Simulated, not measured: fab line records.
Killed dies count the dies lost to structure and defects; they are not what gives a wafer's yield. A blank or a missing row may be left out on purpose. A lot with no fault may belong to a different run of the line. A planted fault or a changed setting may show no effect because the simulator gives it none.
What tool caused it? | flow nand_harc | 6 lots with 18 wafers sampled at 5 steps, on a route of 1159 steps

== WHAT THE GAUGES READ, wafer by wafer ==
NHARC_END_SORT_01.
lot | measured | on | killed_at_array

== WHAT TOOL EACH LOT RAN ON (gives the tool, then ch and the chambers of the sampled wafers, and finally the start) ==
lot  | NHARC_A_SLIT_DESCUM_14             | NHARC_A_WL_FILL_ETCHBACK_04       | NHARC_A_WL_FILL_ETCHBACK_17       | NHARC_A_WL_FILL_ALD_19
L883 | rie_diel-05 ch 0,1,2, day 15 01:34 | rie_metal-03 ch 0,1, day 15 20:07 | rie_metal-02 ch 0,1, day 16 06:41 | ald_metal-01 ch 1,2,3, day 16 12:16
L886 | rie_diel-03 ch 0,1,3, day 15 12:25 | rie_metal-01 ch 0,1, day 16 11:26 | rie_metal-02 ch 0,1, day 16 19:41 | ald_metal-02 ch 0,1,2, day 17 01:11
L894 | rie_diel-05 ch 0,3, day 17 11:41   | rie_metal-03 ch 0,1, day 18 06:37 | rie_metal-03 ch 0,1, day 18 18:39 | ald_metal-02 ch 0,2,3, day 19 00:11
L900 | rie_diel-05 ch 1,2,3, day 18 13:53 | rie_metal-01 ch 0,1, day 19 11:14 | rie_metal-03 ch 0,1, day 19 19:50 | ald_metal-03 ch 0,2, day 20 01:16
L905 | rie_diel-05 ch 1,3, day 19 08:46   | rie_metal-01 ch 0, day 20 03:25   | rie_metal-01 ch 0,1, day 20 17:36 | ald_metal-02 ch 0,3, day 20 23:16
L904 | rie_diel-03 ch 0,1,2, day 19 23:34 | rie_metal-02 ch 0,1, day 20 17:55 | rie_metal-01 ch 0,1, day 21 04:35 | ald_metal-01 ch 1,3, day 21 10:04
- NHARC_A_SLIT_DESCUM_14: chemistry O2, time 3 s.
- NHARC_A_WL_FILL_ETCHBACK_04: etches the open film in NF3, target depth 60 nm, time 120 s.
- NHARC_A_WL_FILL_ETCHBACK_17: etches the open film in Cl2/BCl3, target depth 4 nm, time 26.7 s.
- NHARC_A_WL_FILL_ALD_19: deposits TiN, target thk 2 nm, pulse time 3 s, ald cycles 100.

== THE ANSWER, worked out from the rows above alone ==
Rule: usual is defined by the lots themselves. The widest of any qualifying gaps counts: lots, ordered by their means at a reading, are off when they make up no more than a third of the lots, leave a main group of 4 or more, and stand apart from it by 3 or more times the standard deviation of that group's means. The tables above print the reading to a certain number of digits; a main group whose means all agree to those digits is not used. Also off: a lot with no number at a reading for which 4 or more lots have one. All remaining lots with rows at the step are treated as sound.
No lot is off at any reading shown: from this, nothing can be told.

== WHAT WAS PUT IN BY THE SIMULATOR ==
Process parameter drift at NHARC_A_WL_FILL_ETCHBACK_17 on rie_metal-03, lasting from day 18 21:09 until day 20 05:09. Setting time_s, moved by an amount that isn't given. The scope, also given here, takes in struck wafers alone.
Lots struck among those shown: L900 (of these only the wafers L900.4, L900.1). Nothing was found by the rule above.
